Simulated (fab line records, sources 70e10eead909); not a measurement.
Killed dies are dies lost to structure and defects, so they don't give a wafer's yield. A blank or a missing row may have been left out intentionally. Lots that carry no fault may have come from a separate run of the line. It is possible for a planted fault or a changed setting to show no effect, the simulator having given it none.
The tool behind it: which one? | flow nand harc | Sampling: 11 lots, 33 wafers, 6 of 1159 route steps

WHAT THE GAUGES SHOWED, per wafer
NHARC_A_BONDPAD_CD_MEAS_09 targets a cd of 500 nm. Usual: cd nm reads 499.8 nm (standard deviation 2.1).
lot  | measured     | on        | cd nm (nm)        | flag
L933 | day 18 03:32 | cd sem-01 | 498.2 497.5 501.7 |
L932 | day 18 06:41 | cd sem-03 | 500.9 500.4 500.8 |
L935 | day 18 14:09 | cd sem-02 | 500.3 497.1 499.0 |
L934 | day 18 18:58 | cd sem-01 | 500.5 497.9 500.9 |
L936 | day 18 19:12 | cd sem-01 | 495.6 504.2 500.9 |
L941 | day 20 07:08 | cd sem-03 | 497.7 498.3 497.0 |
L938 | day 20 07:39 | cd sem-02 | 499.2 498.2 499.6 |
L942 | day 20 22:41 | cd sem-02 | 503.7 501.1 498.9 |
L952 | day 23 15:15 | cd sem-03 | 500.3 499.9 501.0 |
L950 | day 23 23:29 | cd sem-03 | 496.2 503.6 500.6 |
L954 | day 24 03:29 | cd sem-02 | 501.0 497.9 500.6 |

NHARC_END_SORT_01. Usual: defect limited yield 95.4 %, standard deviation 1.7; killed at array 27, standard deviation 12; killed at other 0.9, standard deviation 1.1; killed at periphery 3.2, standard deviation 2.4; killed dies 31, standard deviation 12; killed open 3.3, standard deviation 1.7; killed short 2.0, standard deviation 1.6; sort_bin_2_pct 1.5 %, standard deviation 0.74; sort_bin_3_pct 0.25 %, standard deviation 0.22; sort_bin_4_pct 2.9 %, standard deviation 1.1; sort n pass 646, standard deviation 12; sort rim yield pct 97.2 %, standard deviation 1.8; sort yield pct 95.4 %, standard deviation 1.7.
lot  | measured     | on        | defect limited yield (%) | killed at array | killed at other | killed at periphery | killed dies | killed open | killed short | sort_bin_2_pct (%) | sort_bin_3_pct (%) | sort_bin_4_pct (%) | sort n pass | sort rim yield pct (%) | sort yield pct (%) | flag
L938 | day 24 14:04 | prober-01 | 20.8 94.5 21.0           | 534 30 535      | 1 0 0           | 1 7 0               | 536 37 535  | 1 4 3       | 1 0 0        | 34.3 1.8 30.6      | 6.65 0.15 9.60     | 38.3 3.5 38.8      | 141 640 142 | 19.8 94.3 22.6         | 20.8 94.5 21.0     | OFF
L942 | day 25 04:38 | prober-02 | 93.8 20.7 22.9           | 41 535 518      | 0 1 1           | 1 1 3               | 42 537 522  | 1 3 3       | 4 1 1        | 1.8 35.5 34.3      | 0.89 7.24 7.98     | 3.5 36.6 34.9      | 635 140 155 | 95.3 22.6 22.6         | 93.8 20.7 22.9     | OFF

EACH LOT AND THE TOOL THAT RAN IT (in order: tool; ch and the chambers of the sampled wafers; start)
lot  | NHARC_A_BONDPAD_CMP_29        | NHARC_A_BONDPAD_PRE_CLEAN_26            | NHARC_A_BONDPAD_ANNEAL_28        | NHARC_HYBRID_BOND_ACTIVATE_00
L933 | cmp-02 ch 0,1,2, day 18 02:45 | pvd sputter-02, day 18 05:29 or earlier | rtp anneal-01 ch 0, day 18 05:29 | rie diel-07 ch 0,1,2, day 18 06:25
L932 | cmp-04 ch 1,2,3, day 18 05:53 | pvd sputter-01, day 18 08:43 or earlier | rtp anneal-02 ch 0, day 18 08:43 | rie diel-04 ch 0,1,3, day 18 09:34
L935 | cmp-04 ch 0,1,2, day 18 13:20 | pvd sputter-01, day 18 16:04 or earlier | rtp anneal-01 ch 0, day 18 16:04 | rie diel-04 ch 1,2, day 18 17:01
L934 | cmp-04 ch 0,2,3, day 18 18:11 | pvd sputter-02, day 18 20:58 or earlier | rtp anneal-01 ch 0, day 18 20:58 | rie diel-04 ch 0,2,3, day 18 21:50
L936 | cmp-02 ch 1,2,3, day 18 18:32 | pvd sputter-01, day 18 21:20 or earlier | rtp anneal-02 ch 0, day 18 21:20 | rie diel-04 ch 0,2,3, day 18 22:17
L941 | cmp-04 ch 0,2,3, day 20 06:22 | pvd sputter-01, day 20 09:05 or earlier | rtp anneal-02 ch 0, day 20 09:05 | rie diel-12 ch 1,2,3, day 20 10:03
L938 | cmp-04 ch 0,1, day 20 06:50   | pvd sputter-01, day 20 09:41 or earlier | rtp anneal-02 ch 0, day 20 09:41 | rie diel-07 ch 0,1,3, day 20 18:30
L942 | cmp-04 ch 0,1, day 20 21:59   | pvd sputter-02, day 21 00:43 or earlier | rtp anneal-01 ch 0, day 21 00:43 | rie diel-04 ch 0,2,3, day 21 04:17
L952 | cmp-01 ch 0,1,2, day 23 14:26 | pvd sputter-03, day 23 17:12 or earlier | rtp anneal-01 ch 0, day 23 17:12 | rie diel-04 ch 0,1,2, day 23 18:08
L950 | cmp-01 ch 0,1, day 23 22:40   | pvd sputter-02, day 24 01:48 or earlier | rtp anneal-01 ch 0, day 24 01:48 | rie diel-12 ch 0,3, day 24 02:36
L954 | cmp-04 ch 1,2,3, day 24 02:50 | pvd sputter-03, day 24 05:24 or earlier | rtp anneal-01 ch 0, day 24 05:24 | rie diel-07 ch 1,2, day 24 06:21
- NHARC_A_BONDPAD_CMP_29: polishes SiCN, target thk 200 nm.
- NHARC_A_BONDPAD_PRE_CLEAN_26: time 30 s.
- NHARC_A_BONDPAD_ANNEAL_28: time 90 s.
- NHARC_HYBRID_BOND_ACTIVATE_00: chemistry N2, time 60 s.

WHAT THE TOOLS THEMSELVES READ (means of the sampled wafers that have a number; where no wafer has one, the mark that the record gives instead)
NHARC_A_BONDPAD_CMP_29. Usual: motor current A 11.9 A, standard deviation 1; slurry filter dp kPa 13.49 kPa, standard deviation 0.14.
lot  | tool   | motor current A (A) | slurry filter dp kPa (kPa) | flag
L933 | cmp-02 | 11.6                | 13.54                      |
L932 | cmp-04 | 12.5                | 13.53                      |
L935 | cmp-04 | 12.6                | 13.53                      |
L934 | cmp-04 | 11.7                | 13.45                      |
L936 | cmp-02 | 11.1                | 13.43                      |
L941 | cmp-04 | 11.9                | 13.35                      |
L938 | cmp-04 | 12.5                | 13.52                      |
L942 | cmp-04 | 12.4                | 13.53                      |
L952 | cmp-01 | 12.7                | 13.34                      |
L950 | cmp-01 | 12.5                | 13.56                      |
L954 | cmp-04 | 12.4                | 13.59                      |

NHARC_A_BONDPAD_PRE_CLEAN_26. Usual: heater power w reads 398 W (standard deviation 36).
lot  | tool           | heater power w (W) | flag
L933 | pvd sputter-02 | 398                |
L932 | pvd sputter-01 | 394                |
L935 | pvd sputter-01 | 364                |
L934 | pvd sputter-02 | 387                |
L936 | pvd sputter-01 | 383                |
L941 | pvd sputter-01 | 371                |
L938 | pvd sputter-01 | 366                |
L942 | pvd sputter-02 | 388                |
L952 | pvd sputter-03 | 426                |
L950 | pvd sputter-02 | 384                |
L954 | pvd sputter-03 | 401                |

NHARC_A_BONDPAD_ANNEAL_28. Usual: wafer_temp_C_max reads 226.0 (standard deviation 0.35).
lot  | tool          | wafer_temp_C_max | flag
L933 | rtp anneal-01 | 226.3            |
L932 | rtp anneal-02 | 225.7            |
L935 | rtp anneal-01 | 226.5            |
L934 | rtp anneal-01 | 226.1            |
L936 | rtp anneal-02 | 225.6            |
L941 | rtp anneal-02 | 225.9            |
L938 | rtp anneal-02 | 225.9            |
L942 | rtp anneal-01 | 226.1            |
L952 | rtp anneal-01 | 226.3            |
L950 | rtp anneal-01 | 226.3            |
L954 | rtp anneal-01 | 225.9            |

NHARC_HYBRID_BOND_ACTIVATE_00. Usual: drypump motor current A 5.7 A, standard deviation 0.59; mfc ar sccm 0.010 sccm, standard deviation 0.012; oes product au 1.006 a.u., standard deviation 0.012; rf vpp V 64.1 V, standard deviation 0.9; showerhead plenum p Torr 1.77 Torr, standard deviation 0.067.
lot  | tool        | drypump motor current A (A) | mfc ar sccm (sccm) | oes product au (a.u.) | rf vpp V (V) | showerhead plenum p Torr (Torr) | flag
L933 | rie diel-07 | 5.8                         | 0.005              | 1.000                 | 64.2         | 1.74                            |
L932 | rie diel-04 | 5.6                         | 0.016              | 1.003                 | 63.2         | 1.74                            |
L935 | rie diel-04 | 5.2                         | 0.006              | 1.006                 | 64.9         | 1.82                            |
L934 | rie diel-04 | 5.7                         | 0.010              | 0.999                 | 64.8         | 1.78                            |
L936 | rie diel-04 | 5.7                         | 0.010              | 1.000                 | 64.9         | 1.78                            |
L941 | rie diel-12 | 6.0                         | 0.004              | 1.022                 | 64.2         | 1.82                            |
L938 | rie diel-07 | 5.6                         | 0.015              | 1.001                 | 63.7         | 1.75                            |
L942 | rie diel-04 | 5.7                         | 0.010              | 1.006                 | 64.7         | 1.78                            |
L952 | rie diel-04 | 5.2                         | 0.006              | 1.005                 | 64.1         | 1.76                            |
L950 | rie diel-12 | 5.9                         | 0.000              | 1.013                 | 64.0         | 1.77                            |
L954 | rie diel-07 | 5.6                         | 0.002              | 0.995                 | 64.2         | 1.78                            |

THE ANSWER, worked out from the rows above alone
Rule: a lot is off if the mean of its wafers that have a number lies more than 3 standard deviations from the usual mean. A lot without any number at a reading at which 4 lots or more have one is off too. Any other lot the step has rows for is counted as sound. Order of review: gauges by route order, followed by the tools' own readings, for which a lot's mean as printed above is used. The first step at which some lot is off is used, and at that step the reading that is off furthest; a lot without a number counts as furthest.
Off: L938, L942, at NHARC_END_SORT_01 (sort_bin_2_pct). Neither off nor sound, because the step has no rows for them: L933, L932, L935, L934, L936, L941, L952, L950, L954.
A tool fits if, at a process step before that reading, it ran every lot that is off, and no sound lot after the first of them. Those tools and the gauges at NHARC_END_SORT_01 are tried in the same way. NHARC_A_BONDPAD_PRE_CLEAN_26: start missing for some lots; hours and lot order therefore follow NHARC_A_BONDPAD_ANNEAL_28. One fits: cmp-04 at NHARC_A_BONDPAD_CMP_29. It ran no sound lot before its first lot that is off in this sample, so the start can't be narrowed down.

WHAT THE SIMULATOR HAD INSERTED
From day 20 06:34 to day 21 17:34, cmp-04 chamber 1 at NHARC_A_BONDPAD_CMP_29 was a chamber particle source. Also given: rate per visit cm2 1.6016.
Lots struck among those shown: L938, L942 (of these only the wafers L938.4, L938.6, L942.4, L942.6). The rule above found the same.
